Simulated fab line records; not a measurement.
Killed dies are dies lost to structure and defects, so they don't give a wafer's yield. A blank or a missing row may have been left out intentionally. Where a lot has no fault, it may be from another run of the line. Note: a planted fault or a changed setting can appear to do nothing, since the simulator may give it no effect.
2 desks looking at one fault | flow n5Finfet | every desk sees just its own numbers, and what lay behind them comes last

== AT THE TOOL OWNER'S DESK: pvdSputter-02 ==
The tool's own readings at N5_BEOL_M13_SPUTTER_44 (material Ta, target thk 10 nm, time 16.13 s): means of the sampled wafers that have a number, for each lot that ran on this tool. Any lot whose mean is over 4 standard deviations away from the usual mean is out of limits and marked OUT; that distance is given in the brackets.
Columns: A = throttleValvePct at N5_BEOL_M13_SPUTTER_44, usual 29.9 %
lot  | first seen here | A
L956 | day 11 06:28    | 30.3
L957 | day 11 09:05    | 30.2
L971 | day 14 10:37    | 30.0
L969 | day 14 11:32    | 30.5
L978 | day 16 21:44    | 29.8
Result from this desk: across the 5 lots, nothing is out of limits.

== METROLOGY DESK ==
What the gauges read, lot by lot, whatever tool the lot ran on: means of the sampled wafers that have a number. Any lot whose mean is over 4 standard deviations away from the usual mean is out of limits and marked OUT; that distance is given in the brackets.
Columns: A = trenchDepthNm at N5_BEOL_M13_OCD_MEAS_35, usual 414 nm
lot  | first seen here | A
L956 | day 11 05:34    | 415
L958 | day 11 06:14    | 410
L957 | day 11 08:35    | 411
L960 | day 11 21:58    | 415
L961 | day 12 08:52    | 416
L971 | day 14 05:37    | 411
L969 | day 14 09:28    | 416
L972 | day 15 03:32    | 416
L973 | day 15 06:23    | 417
L975 | day 15 10:38    | 413
L978 | day 16 20:52    | 414
Result from this desk: across the 11 lots, nothing is out of limits.

== PUT TOGETHER ==
Nothing out of limits was seen by the tool owner's desk.
Nothing out of limits was seen by the metrology desk.

== WHAT WAS PUT IN BY THE SIMULATOR ==
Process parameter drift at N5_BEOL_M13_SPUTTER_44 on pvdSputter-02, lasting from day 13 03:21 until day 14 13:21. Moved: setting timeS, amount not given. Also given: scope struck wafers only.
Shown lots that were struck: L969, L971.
